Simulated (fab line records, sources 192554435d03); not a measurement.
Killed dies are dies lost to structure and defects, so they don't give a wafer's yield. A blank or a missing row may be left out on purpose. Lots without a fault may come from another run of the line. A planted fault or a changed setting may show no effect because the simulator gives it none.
fab line records | flow n5_finfet | part 2 of 2: steps 32 to 39 of 39
record lots=5 wafers=15 last_day=17
route steps=1938 shown TV_OPEN@1892 PAD_METAL@1893 PASSIVATION@1897
lots that met no fault: from a run of the same line without faults
start_h: hours from the record's first day to the start of the lot's first wafer shown | wait_h: hours since the lot's step before | " the same as in the row above | L1.1+2: a row that stands for several wafers | - no value, or no start given | * or withheld: withheld | < > ~ a bound
route shown NAME@n: a module of which the file shows steps, and the number in the route of the first | usual: mean/standard deviation of fault-free wafers | same: alike in all rows | chamber/n: place in a boat | sites: the reading at each site | _std_site: their standard deviation | _edge_site: outer sites' mean less inner sites' | radius_mm: how far each site lies from the wafer's centre | mask NAME#n: copy n | behind: the tool/chamber that last shaped the wafer | hold: why the lot was held/for how many hours/how that ended | device: the transistor (n, p or np) that didn't switch | end of line: the same wafers' tests at the end of the route | a step without rows: its recipe alone | killed: dies lost to structure and defects at the first sort, not the wafer's yield | map: a wafer's dies, x killed, . not, _ none there
set.NAME: the setting as run; set.NAME@STEP: as run at that earlier step | model.NAME: the simulator's own value behind a step, which no gauge read
lots at some steps of the route; a table a step, a row a wafer
services: from which hour (start_h, from the record's first day; less than 0 if before it) a tool's chamber was out of use, for how many hours, and why
## steps
# step N5_PASSIVATION_DEVELOP_43
# recipe develop_time_s=60 rinse_liquid=diw dry=air_spin dev_temp_c=21
# columns lot.wafer tool chamber start_h wait_h
L074.1+4+6 litho_track-01 0 - -
L079.2+3+5 litho_track-01 0 - -
L081.2+4+5 litho_track-05 0 - -
L084.2+3+4 litho_track-02 0 - -
L091.3+5+6 litho_track-05 0 - -
# step N5_PASSIVATION_HARDBAKE_45
# recipe temp_c=130 time_s=120
# columns lot.wafer tool chamber start_h wait_h
L074.1+4+6 litho_track-01 0 - -
L079.2+3+5 litho_track-01 0 - -
L081.2+4+5 litho_track-05 0 - -
L084.2+3+4 litho_track-02 0 - -
L091.3+5+6 litho_track-05 0 - -
# step N5_PASSIVATION_CD_MEAS_44
# recipe target_cd_nm=40000 landing_energy_ev=500 detector=se_inlens
# usual cd_nm=40001/4.1
# columns lot.wafer tool chamber start_h wait_h cd_nm
L074.1 cd_sem-01 0 301.40 - 40001
L074.4 " 0 " " 40002
L074.6 " 0 " " 39999
L079.2 cd_sem-01 0 336.13 - 39990
L079.3 " 0 " " 39990
L079.5 " 0 " " 39996
L081.2 cd_sem-01 0 341.77 - 40009
L081.4 " 0 " " 40004
L081.5 " 0 " " 40004
L084.2 cd_sem-03 0 363.30 - 39998
L084.3 " 0 " " 39999
L084.4 " 0 " " 40001
L091.3 cd_sem-01 0 410.73 - 40001
L091.5 " 0 " " 40001
L091.6 " 0 " " 39994
# step N5_PASSIVATION_OVL_MEAS_66
# recipe points_per_wafer=44
# usual PASS_OPEN_OVL=0/5.4
# columns lot.wafer tool chamber start_h wait_h PASS_OPEN_OVL[nm]
L074.1 overlay-01 0 301.43 0.0 0
L074.4 " 0 " " -11
L074.6 " 0 " " -5
L079.2 overlay-01 0 336.15 0.0 -2
L079.3 " 0 " " 1
L079.5 " 0 " " -5
L081.2 overlay-02 0 341.80 0.0 3
L081.4 " 0 " " 2
L081.5 " 0 " " -1
L084.2 overlay-01 0 363.33 0.0 1
L084.3 " 0 " " -5
L084.4 " 0 " " 0
L091.3 overlay-02 0 410.76 0.0 -5
L091.5 " 0 " " 2
L091.6 " 0 " " -13
# step N5_PASSIVATION_INSPECT_67
# recipe mode=adi inspect_instrument=macro
# usual raw_defect_count=1.9/1.3
# columns lot.wafer tool chamber start_h wait_h raw_defect_count
L074.1 defect_inspect-02 - 301.45 0.0 1
L074.4 " - " " 1
L074.6 " - " " 1
L079.2 defect_inspect-01 - 336.18 0.0 0
L079.3 " - " " 1
L079.5 " - " " 2
L081.2 defect_inspect-01 - 341.82 0.0 1
L081.4 " - " " 4
L081.5 " - " " 1
L084.2 defect_inspect-01 - 363.35 0.0 0
L084.3 " - " " 3
L084.4 " - " " 1
L091.3 defect_inspect-02 - 410.78 0.0 2
L091.5 " - " " 3
L091.6 " - " " 2
# step N5_PASSIVATION_DESCUM_46
# recipe chemistry=O2 time_s=7.9 source_power_w=50 bias_power_w=20 pressure_mtorr=20 rf_frequency_hz=2.712e+07 temp_c=40 o2_flow_sccm=225
# usual drypump_motor_current_A=5.5/0.39 oes_product_au=0.79/0.049 rf_vpp_V=243.2/1.5 showerhead_plenum_p_Torr=2.10/0.08 throttle_valve_pct=20.43/0.16
# columns lot.wafer tool chamber start_h wait_h drypump_motor_current_A oes_product_au rf_hours_counter_h rf_vpp_V showerhead_plenum_p_Torr throttle_valve_pct
L074.1 rie_diel-03 1 301.65 0.2 5.3 0.83 74 244.7 2.23 20.28
L074.4 " 0 " " 5.4 0.73 169 242.0 2.02 20.62
L074.6 " 1 " " 5.3 0.84 - 245.2 2.23 20.27
L079.2 rie_diel-01 0 336.42 0.2 5.5 0.82 70 240.8 2.03 20.38
L079.3 " 2 " " 5.9 0.89 37 244.8 2.21 20.36
L079.5 " 3 " " 4.9 0.83 - 242.3 2.12 20.30
L081.2 rie_diel-03 3 341.86 0.0 5.5 0.75 139 243.8 2.18 20.29
L081.4 " 0 " " 5.3 0.71 184 240.2 2.02 20.65
L081.5 " 0 " " 5.3 0.72 - 242.3 2.02 20.64
L084.2 rie_diel-01 3 363.38 0.0 4.9 0.82 97 244.2 2.11 20.29
L084.3 " 1 " " 5.3 0.82 65 243.6 2.12 20.31
L084.4 " 0 " " 5.5 0.81 80 241.3 2.03 20.39
L091.3 rie_diel-03 2 411.04 0.3 5.6 0.70 198 240.6 1.98 20.60
L091.5 " 2 " " 5.6 0.69 - 242.2 1.98 20.61
L091.6 " 3 " " 5.5 0.73 - 244.3 2.17 20.33
# step N5_PASSIVATION_PASS_ETCH_47
# recipe chemistry=CF4/O2 target=SiNx target_depth_a=7700 time_s=385 ion_energy_ev=100 pressure_mtorr=40 source_w=535 bias_w=49 Ar_flow_sccm=100 cf4_flow_sccm=100 O2_flow_sccm=10
# usual cf4_flow_sccm=99.97/0.27 drypump_motor_current_A=5.5/0.39 oes_product_au=0.79/0.047 rf_vpp_V=240/3.8 showerhead_plenum_p_Torr=2.21/0.08 throttle_valve_pct=15.86/0.17
# columns lot.wafer tool chamber start_h wait_h cf4_flow_sccm drypump_motor_current_A oes_product_au rf_hours_counter_h rf_vpp_V showerhead_plenum_p_Torr throttle_valve_pct
L074.1 rie_diel-03 1 301.69 0.0 100.04 5.3 0.84 74 239 2.32 15.52
L074.4 " 0 " " 99.81 5.3 0.74 169 248 2.12 15.97
L074.6 " 1 " " 99.66 5.3 0.84 - 239 2.32 15.52
L079.2 rie_diel-01 0 336.45 0.0 99.81 5.5 0.80 70 244 2.15 15.82
L079.3 " 2 " " 100.22 5.9 0.89 37 236 2.34 15.79
L079.5 " 3 " " 99.48 5.0 0.82 - 239 2.23 15.76
L081.2 rie_diel-03 3 341.89 0.0 99.37 5.5 0.74 139 236 2.30 15.83
L081.4 " 0 " " 100.44 5.4 0.73 184 249 2.11 15.98
L081.5 " 0 " " 100.35 5.4 0.73 - 249 2.11 15.98
L084.2 rie_diel-01 3 363.42 0.0 100.08 4.9 0.82 97 237 2.22 15.77
L084.3 " 1 " " 100.27 5.3 0.82 65 240 2.24 15.77
L084.4 " 0 " " 100.00 5.4 0.80 80 244 2.15 15.85
L091.3 rie_diel-03 2 411.07 0.0 99.93 5.6 0.70 198 235 2.09 16.07
L091.5 " 2 " " 99.37 5.6 0.70 - 235 2.09 16.06
L091.6 " 3 " " 99.92 5.5 0.73 - 236 2.29 15.88
# step N5_PASSIVATION_ETCH_54
# recipe chemistry=CHF3/O2 target=SiO2 target_depth_a=8800 CHF3_flow_sccm=50 O2_flow_sccm=5 Ar_flow_sccm=200 time_s=440 mask_material=PR pressure_mtorr=30 source_w=650 bias_w=170 ion_energy_ev=200
# usual drypump_motor_current_A=5.5/0.39 oes_product_au=0.79/0.046 rf_vpp_V=522/7.8 showerhead_plenum_p_Torr=2.42/0.087 throttle_valve_pct=18.80/0.17
# columns lot.wafer tool chamber start_h wait_h drypump_motor_current_A oes_product_au rf_hours_counter_h rf_vpp_V showerhead_plenum_p_Torr throttle_valve_pct
L074.1 rie_diel-03 1 301.92 0.1 5.3 0.84 75 522 2.55 18.55
L074.4 " 0 " " 5.4 0.74 169 540 2.31 18.84
L074.6 " 1 " " 5.3 0.84 - 522 2.55 18.55
L079.2 rie_diel-01 0 336.68 0.1 5.5 0.81 70 529 2.36 18.80
L079.3 " 2 " " 5.9 0.89 37 514 2.55 18.76
L079.5 " 3 " " 5.0 0.82 - 518 2.43 18.68
L081.2 rie_diel-03 3 342.12 0.1 5.5 0.74 139 513 2.50 18.67
L081.4 " 0 " " 5.3 0.72 185 540 2.30 18.87
L081.5 " 0 " " 5.3 0.73 - 541 2.30 18.88
L084.2 rie_diel-01 3 363.65 0.1 5.0 0.81 97 521 2.43 18.70
L084.3 " 1 " " 5.2 0.81 65 523 2.44 18.65
L084.4 " 0 " " 5.5 0.80 80 529 2.35 18.83
L091.3 rie_diel-03 2 411.30 0.1 5.6 0.70 199 513 2.30 19.04
L091.5 " 2 " " 5.6 0.70 - 513 2.30 19.02
L091.6 " 3 " " 5.5 0.72 - 512 2.49 18.70
## services
# columns tool chamber start_h hours kind
pecvd-03 1 278.44 12.3 repair
krf_scanner-01 - 287.07 0.5 repair
rie_diel-01 1 287.24 4.2 repair
rie_metal-03 0 299.21 7.3 repair
pecvd-03 0 300.65 12.7 repair
krf_scanner-01 - 303.62 1.0 pm
krf_scanner-02 - 305.26 1.0 pm
rie_diel-03 3 307.29 5.7 repair
pecvd-01 0 310.77 1.8 repair
wet_bench-04 - 318.43 1.2 repair
krf_scanner-01 - 319.94 1.3 pm
rie_diel-04 2 323.48 19.8 repair
pecvd-01 - 326.53 0.5 repair
pecvd-01 - 330.65 0.3 repair
pecvd-01 - 332.47 1.4 repair
krf_scanner-01 - 344.89 0.8 pm
rie_metal-03 1 346.76 4.3 repair
krf_scanner-02 - 356.28 1.3 pm
krf_scanner-01 - 358.55 1.4 repair
rie_diel-03 1 365.16 4.2 repair
rie_diel-01 - 366.85 0.9 repair
rie_diel-03 2 375.72 4.9 repair
krf_scanner-02 - 379.74 0.8 pm
rie_diel-04 - 381.01 2.8 pm
